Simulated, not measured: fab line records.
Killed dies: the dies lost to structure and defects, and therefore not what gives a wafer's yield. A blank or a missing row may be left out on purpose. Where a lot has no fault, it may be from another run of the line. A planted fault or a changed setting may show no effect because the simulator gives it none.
fab line records | flow n5Finfet
[record] lots = 6 | wafers = 18 | lastDay = 17
route steps=1938 shown BEOL_M1@817 BEOL_M4@1111 PASSIVATION@1936
lots with no fault: from the same line, run without faults
startH: hours from the record's opening day to when the first of the lot's shown wafers began | waitH: hours since the lot's step before | " same as the row above | L1.1+2: several wafers, shown together as one row | - value missing, or start not given | * or withheld: withheld | < > ~ a bound
route shown NAME@n: names a module that has steps shown in the file, with the first one's number in the route | usual: mean/standard deviation of fault-free wafers | same: alike in all rows | chamber/n: place in a boat | sites: readings site by site | _std_site: standard deviation across them | _edge_site: outer sites' mean less inner sites' | radiusMm: for every site, how far away it sits from the centre of the wafer | mask NAME#n: copy n | behind: tool/chamber where the wafer was last shaped | hold: reason for holding the lot/hours on hold/outcome of the hold | device: whichever transistor did not switch (one of n, p or np) | end of line: the route-end tests of the same wafers | a step without rows: its recipe alone | killed: count of dies lost to structure and defects at first sort (not the wafer's yield) | map: a wafer's dies, x killed, . not, _ none there
set.NAME: the setting that was run; set.NAME@STEP: the one run at that earlier step | model.NAME: the simulator's own value behind a step, which no gauge read
lots at some steps of the route; a table a step, a row a wafer
[[steps]]
[step N5_BEOL_M1_ANNEAL_80]
[recipe] tempC = 400 | timeS = 240 | ambient = vacuum
[step N5_BEOL_M1_SPUTTER_81]
[recipe] material = Cu | targetThkA = 45 | tempC = -20 | chamberPressurePa = 0.07 | powerW = withheld | timeS = 8.29
[step N5_BEOL_M1_ANNEAL_82]
[recipe] tempC = 400 | timeS = 240 | ambient = vacuum
[usual] heaterPowerW = 808/59 | susceptorTempC = 400.04/0.23
[same] timeS = 240
lot.wafer | tool          | chamber | startH | waitH | heaterPowerW | susceptorTempC
L458.1    | pvdSputter-02 | -       | 174.86 | 0.0   | 757          | 399.96
L458.4    | "             | -       | "      | "     | 842          | 399.73
L458.6    | "             | -       | "      | "     | 856          | 399.64
L460.1    | pvdSputter-03 | -       | 187.38 | 0.0   | 765          | 400.05
L460.5    | "             | -       | "      | "     | 767          | 400.06
L460.6    | "             | -       | "      | "     | 795          | 399.76
L461.2    | pvdSputter-02 | -       | 196.04 | 0.0   | 853          | 400.05
L461.3    | "             | -       | "      | "     | 768          | 399.81
L461.6    | "             | -       | "      | "     | 761          | 399.97
L467.1    | pvdSputter-01 | -       | 234.28 | 0.0   | 858          | 400.25
L467.3    | "             | -       | "      | "     | 849          | 400.07
L467.5    | "             | -       | "      | "     | 893          | 400.09
L468.1    | pvdSputter-03 | -       | 244.86 | 0.0   | 777          | 399.86
L468.3    | "             | -       | "      | "     | 791          | 399.65
L468.5    | "             | -       | "      | "     | 794          | 399.58
L471.3    | pvdSputter-02 | -       | 251.57 | 0.0   | 760          | 399.84
L471.4    | "             | -       | "      | "     | 859          | 400.14
L471.6    | "             | -       | "      | "     | 742          | 399.65
[step N5_BEOL_M1_SPUTTER_86]
[recipe] material = Cu | targetThkA = 45 | tempC = -20 | chamberPressurePa = 0.07 | powerW = withheld | timeS = 8.29
[step N5_BEOL_M1_ANNEAL_87]
[recipe] tempC = 400 | timeS = 240 | ambient = vacuum
[usual] heaterPowerW = 809/59 | susceptorTempC = 399.99/0.22
[same] timeS = 240
lot.wafer | tool          | chamber | startH | waitH | heaterPowerW | susceptorTempC
L458.1    | pvdSputter-02 | -       | 175.08 | 0.0   | 773          | 399.95
L458.4    | "             | -       | "      | "     | 875          | 399.89
L458.6    | "             | -       | "      | "     | 855          | 400.06
L460.1    | pvdSputter-03 | -       | 187.60 | 0.0   | 775          | 399.90
L460.5    | "             | -       | "      | "     | 764          | 399.71
L460.6    | "             | -       | "      | "     | 781          | 399.92
L461.2    | pvdSputter-02 | -       | 196.26 | 0.0   | 859          | 400.44
L461.3    | "             | -       | "      | "     | 767          | 399.97
L461.6    | "             | -       | "      | "     | 762          | 399.71
L467.1    | pvdSputter-01 | -       | 234.50 | 0.0   | 883          | 400.17
L467.3    | "             | -       | "      | "     | 871          | 399.75
L467.5    | "             | -       | "      | "     | 880          | 399.73
L468.1    | pvdSputter-03 | -       | 245.08 | 0.0   | 786          | 400.17
L468.3    | "             | -       | "      | "     | 786          | 400.29
L468.5    | "             | -       | "      | "     | 785          | 399.69
L471.3    | pvdSputter-02 | -       | 251.79 | 0.0   | 755          | 400.25
L471.4    | "             | -       | "      | "     | 875          | 400.34
L471.6    | "             | -       | "      | "     | 747          | 400.24
[step N5_BEOL_M1_SPUTTER_88]
[recipe] material = Cu | targetThkA = 45 | tempC = -20 | chamberPressurePa = 0.07 | powerW = withheld | timeS = 8.29
[step N5_BEOL_M1_ANNEAL_89]
[recipe] tempC = 400 | timeS = 240 | ambient = vacuum
[step N5_BEOL_M1_SPUTTER_90]
[recipe] material = Cu | targetThkA = 45 | tempC = -20 | chamberPressurePa = 0.07 | powerW = withheld | timeS = 8.29
[step N5_BEOL_M1_ANNEAL_91]
[recipe] tempC = 400 | timeS = 240 | ambient = vacuum
[step N5_BEOL_M1_SPUTTER_92]
[recipe] material = Cu | targetThkA = 45 | tempC = -20 | chamberPressurePa = 0.07 | powerW = withheld | timeS = 8.29
[usual] throttleValvePct = 29.9/1
[same] timeS = 8.29
lot.wafer | tool          | chamber | startH | waitH | throttleValvePct
L458.1    | pvdSputter-02 | -       | 175.66 | 0.1   | 31.0
L458.4    | "             | -       | "      | "     | 29.5
L458.6    | "             | -       | "      | "     | 29.3
L460.1    | pvdSputter-03 | -       | 188.18 | 0.1   | 28.8
L460.5    | "             | -       | "      | "     | 28.7
L460.6    | "             | -       | "      | "     | 29.6
L461.2    | pvdSputter-02 | -       | 196.84 | 0.1   | 29.4
L461.3    | "             | -       | "      | "     | 29.7
L461.6    | "             | -       | "      | "     | 31.2
L467.1    | pvdSputter-01 | -       | 235.08 | 0.1   | 31.0
L467.3    | "             | -       | "      | "     | 29.3
L467.5    | "             | -       | "      | "     | 31.1
L468.1    | pvdSputter-03 | -       | 245.66 | 0.1   | 28.7
L468.3    | "             | -       | "      | "     | 29.5
L468.5    | "             | -       | "      | "     | 30.3
L471.3    | pvdSputter-02 | -       | 252.37 | 0.1   | 30.9
L471.4    | "             | -       | "      | "     | 29.9
L471.6    | "             | -       | "      | "     | 30.9
[step N5_BEOL_M1_ANNEAL_93]
[recipe] tempC = 400 | timeS = 240 | ambient = vacuum
[usual] heaterPowerW = 810/61 | susceptorTempC = 400.00/0.24
[same] timeS = 240
lot.wafer | tool          | chamber | startH | waitH | heaterPowerW | susceptorTempC
L458.1    | pvdSputter-02 | -       | 175.74 | 0.0   | 766          | 400.08
L458.4    | "             | -       | "      | "     | 846          | 399.90
L458.6    | "             | -       | "      | "     | 858          | 400.08
L460.1    | pvdSputter-03 | -       | 188.26 | 0.0   | 763          | 399.86
L460.5    | "             | -       | "      | "     | 790          | 399.82
L460.6    | "             | -       | "      | "     | 801          | 399.68
L461.2    | pvdSputter-02 | -       | 196.92 | 0.0   | 870          | 399.90
L461.3    | "             | -       | "      | "     | 794          | 400.26
L461.6    | "             | -       | "      | "     | 753          | 399.62
L467.1    | pvdSputter-01 | -       | 235.16 | 0.0   | 869          | 399.96
L467.3    | "             | -       | "      | "     | 856          | 400.20
L467.5    | "             | -       | "      | "     | 890          | 399.97
L468.1    | pvdSputter-03 | -       | 245.74 | 0.0   | 767          | 400.11
L468.3    | "             | -       | "      | "     | 810          | 400.10
L468.5    | "             | -       | "      | "     | 771          | 400.16
L471.3    | pvdSputter-02 | -       | 252.45 | 0.0   | 750          | 399.70
L471.4    | "             | -       | "      | "     | 862          | 399.83
L471.6    | "             | -       | "      | "     | 760          | 400.08
[step N5_BEOL_M1_SPUTTER_94]
[recipe] material = Cu | targetThkA = 45 | tempC = -20 | chamberPressurePa = 0.07 | powerW = withheld | timeS = 8.29
[usual] throttleValvePct = 29.8/1
[same] timeS = 8.29
lot.wafer | tool          | chamber | startH | waitH | throttleValvePct
L458.1    | pvdSputter-02 | -       | 175.88 | 0.1   | 30.9
L458.4    | "             | -       | "      | "     | 29.5
L458.6    | "             | -       | "      | "     | 29.6
L460.1    | pvdSputter-03 | -       | 188.40 | 0.1   | 28.9
L460.5    | "             | -       | "      | "     | 28.6
L460.6    | "             | -       | "      | "     | 29.5
L461.2    | pvdSputter-02 | -       | 197.06 | 0.1   | 29.4
L461.3    | "             | -       | "      | "     | 29.5
L461.6    | "             | -       | "      | "     | 31.0
L467.1    | pvdSputter-01 | -       | 235.30 | 0.1   | 30.8
L467.3    | "             | -       | "      | "     | 29.1
L467.5    | "             | -       | "      | "     | 31.1
L468.1    | pvdSputter-03 | -       | 245.88 | 0.1   | 28.6
L468.3    | "             | -       | "      | "     | 29.7
L468.5    | "             | -       | "      | "     | 30.1
L471.3    | pvdSputter-02 | -       | 252.59 | 0.1   | 31.2
L471.4    | "             | -       | "      | "     | 29.7
L471.6    | "             | -       | "      | "     | 30.9
[step N5_BEOL_M1_ANNEAL_95]
[recipe] tempC = 400 | timeS = 240 | ambient = vacuum
[usual] heaterPowerW = 809/60 | susceptorTempC = 399.99/0.23 | timeS = 240/0
lot.wafer | tool          | chamber | startH | waitH | heaterPowerW | susceptorTempC | timeS
L458.1    | pvdSputter-02 | -       | 175.96 | 0.0   | 753          | 399.64         | 240
L458.4    | "             | -       | "      | "     | 855          | 400.33         | 240
L458.6    | "             | -       | "      | "     | 887          | 400.00         | 240
L460.1    | pvdSputter-03 | -       | 188.48 | 0.0   | -            | -              | -
L460.5    | "             | -       | "      | "     | -            | -              | -
L460.6    | "             | -       | "      | "     | -            | -              | -
L461.2    | pvdSputter-02 | -       | 197.14 | 0.0   | -            | -              | -
L461.3    | "             | -       | "      | "     | -            | -              | -
L461.6    | "             | -       | "      | "     | -            | -              | -
L467.1    | pvdSputter-01 | -       | 235.38 | 0.0   | 873          | 399.78         | 240
L467.3    | "             | -       | "      | "     | 856          | 400.20         | 240
L467.5    | "             | -       | "      | "     | 871          | 399.66         | 240
L468.1    | pvdSputter-03 | -       | 245.96 | 0.0   | 749          | 399.88         | 240
L468.3    | "             | -       | "      | "     | 809          | 400.16         | 240
L468.5    | "             | -       | "      | "     | 765          | 399.96         | 240
L471.3    | pvdSputter-02 | -       | 252.67 | 0.0   | 771          | 400.42         | 240
L471.4    | "             | -       | "      | "     | 853          | 400.45         | 240
L471.6    | "             | -       | "      | "     | 735          | 399.97         | 240
[step N5_BEOL_M1_SPUTTER_96]
[recipe] material = Cu | targetThkA = 45 | tempC = -20 | chamberPressurePa = 0.07 | powerW = withheld | timeS = 8.29
[step N5_BEOL_M4_RC_MEAS_101]
[usual] DIBL_N = 36.1/2 | DIBL_P = 36.3/2.4 | IOFF_N = 0.15/0.035 | IOFF_P = 0.21/0.039 | ION_N = 672/15 | ION_P = 463/9.7 | SS_N = 71.5/0.7 | SS_P = 73.2/0.75 | VT_N = 251/3.6 | VT_P = -250/3.8
lot.wafer | tool      | chamber | startH | waitH | DIBL_N[mV/V] | DIBL_P[mV/V] | IOFF_N[nA/um] | IOFF_P[nA/um] | ION_N[uA/um] | ION_P[uA/um] | SS_N[mV/dec] | SS_P[mV/dec] | VT_N[mV] | VT_P[mV]
L458.1    | prober-02 | 0       | 214.54 | 0.2   | 34.1         | 33.7         | 0.12          | 0.15          | 684          | 466          | 70.5         | 72.0         | 253      | -255
L458.4    | "         | 0       | "      | "     | 37.8         | 37.5         | 0.16          | 0.19          | 674          | 456          | 72.5         | 73.3         | 252      | -255
L458.6    | "         | 0       | "      | "     | 37.2         | 37.5         | 0.16          | 0.19          | 692          | 467          | 71.8         | 73.2         | 250      | -254
L460.1    | prober-01 | 0       | 221.28 | 0.0   | 37.0         | 37.9         | 0.14          | 0.19          | 662          | 449          | 71.8         | 73.5         | 252      | -252
L460.5    | "         | 0       | "      | "     | 37.1         | 36.8         | 0.15          | 0.18          | 660          | 443          | 72.5         | 73.1         | 253      | -254
L460.6    | "         | 0       | "      | "     | 38.5         | 40.0         | 0.20          | 0.22          | 683          | 458          | 72.6         | 74.4         | 249      | -251
L461.2    | prober-02 | 0       | 239.99 | 0.2   | 37.9         | 37.6         | 0.18          | 0.25          | 661          | 452          | 72.7         | 73.6         | 249      | -248
L461.3    | "         | 0       | "      | "     | 34.5         | 34.4         | 0.14          | 0.20          | 670          | 468          | 71.2         | 72.3         | 249      | -249
L461.6    | "         | 0       | "      | "     | 34.5         | 34.2         | 0.14          | 0.19          | 656          | 449          | 71.5         | 72.7         | 252      | -251
L467.1    | prober-02 | 0       | 279.18 | 0.0   | 32.7         | 31.9         | 0.09          | 0.16          | 658          | 466          | 70.7         | 71.7         | 255      | -251
L467.3    | "         | 0       | "      | "     | 36.9         | 36.4         | 0.15          | 0.22          | 658          | 455          | 71.9         | 72.9         | 254      | -249
L467.5    | "         | 0       | "      | "     | 36.4         | 36.5         | 0.15          | 0.23          | 686          | 476          | 71.2         | 73.0         | 251      | -248
L468.1    | prober-02 | 0       | 284.39 | 0.0   | 36.1         | 35.6         | 0.13          | 0.18          | 652          | 458          | 71.1         | 73.5         | 256      | -253
L468.3    | "         | 0       | "      | "     | 39.0         | 39.6         | 0.20          | 0.26          | 683          | 470          | 71.3         | 74.1         | 247      | -252
L468.5    | "         | 0       | "      | "     | 38.8         | 40.2         | 0.18          | 0.25          | 683          | 464          | 72.2         | 74.4         | 250      | -250
L471.3    | prober-01 | 0       | 307.08 | 0.3   | 35.9         | 34.8         | 0.16          | 0.19          | 665          | 456          | 71.4         | 73.5         | 248      | -250
L471.4    | "         | 0       | "      | "     | 36.7         | 36.6         | 0.17          | 0.23          | 673          | 461          | 71.5         | 73.0         | 247      | -249
L471.6    | "         | 0       | "      | "     | 39.8         | 40.9         | 0.26          | 0.30          | 695          | 473          | 73.1         | 75.1         | 241      | -245
[step N5_PASSIVATION_PROBE_49]
[usual] defectLimitedYield = 91.1/1.6 | killed_at_M0_to_M3 = 35/11 | killed_at_M4_up = 13/5.4 | killedAtContacts = 13/6.5 | killedAtFrontEnd = 40/14 | killedAtOther = 4/3.1 | killedDies = 105/18 | killedOpen = 69/14 | killedShort = 34/7.3 | sort_bin_5_function = 5.2/0.96 | sort_bin_6_memory = 3.4/0.77 | sortNPass = 1075/19 | sortYieldPct = 91.1/1.6
[same] grossDies = 1180 | killedAtBackSide = 0 | sort_bin_4_leakage[%] = 0 | sort_bin_8_speed[%] = 0
lot.wafer | tool      | chamber | startH | waitH | defectLimitedYield[%] | killed_at_M0_to_M3 | killed_at_M4_up | killedAtContacts | killedAtFrontEnd | killedAtOther | killedDies | killedOpen | killedShort | sort_bin_5_function[%] | sort_bin_6_memory[%] | sortNPass | sortYieldPct[%]
L467.1    | prober-02 | -       | 381.14 | 0.0   | 87.1                  | 50                 | 12              | 13               | 75               | 2             | 152        | 97         | 55          | 6.9                    | 5.3                  | 1028      | 87.1
L467.3    | prober-02 | -       | 381.24 | 0.1   | 90.7                  | 50                 | 15              | 7                | 37               | 1             | 110        | 76         | 34          | 4.8                    | 3.9                  | 1070      | 90.7
L467.5    | prober-02 | -       | 381.34 | 0.2   | 89.5                  | 34                 | 19              | 16               | 54               | 1             | 124        | 86         | 38          | 5.8                    | 4.7                  | 1056      | 89.5
// killed by level:class
L467.1 STI_FIN_REVEAL:geometricParticle:open=25 BEOL_M0_SAQP:geometricParticle:open=12 BEOL_M0_SAQP:geometricParticle:short=11 FIN_SAQP:geometricParticle:open=9 GATE_CUT:geometricParticle:short=9 BEOL_M1:geometricParticle:open=9 FIN_SAQP:geometricParticle:short=7 MOL_CONTACT_COAG:geometricParticle:open=7
L467.3 BEOL_M0_SAQP:geometricParticle:short=17 STI_FIN_REVEAL:geometricParticle:open=11 BEOL_M1:geometricParticle:open=11 BEOL_M3:geometricParticle:open=9 BEOL_M4:geometricParticle:open=8 BEOL_M0_SAQP:geometricParticle:open=7 STARTING-WAFER:geometricParticle:open=7 DUMMY_GATE:geometricParticle:open=6
L467.5 STI_FIN_REVEAL:geometricParticle:open=21 MOL_CONTACT_COAG:geometricParticle:open=13 FIN_SAQP:geometricParticle:open=10 BEOL_M0_SAQP:geometricParticle:short=10 BEOL_M0_SAQP:geometricParticle:open=8 BEOL_M4:geometricParticle:open=8 GATE_CUT:geometricParticle:short=5 BEOL_M1:geometricParticle:open=5
[[key]]
[firstSign] step = N5_BEOL_M1_ANNEAL_95 | reading = toolRecord | direction = missing
effect none on later readings
metAt N5_BEOL_M1_ANNEAL_95
struckWafers L460.1,L460.5,L460.6,L461.2,L461.3,L461.6
onsetBetween 175.96 188.48
[fault] kind = skippedStepWhole | tool = pvdSputter-02,pvdSputter-03 | chamber = - | onsetH = 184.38 | steps = N5_BEOL_M1_ANNEAL_95 | scope = struckLotsOnly
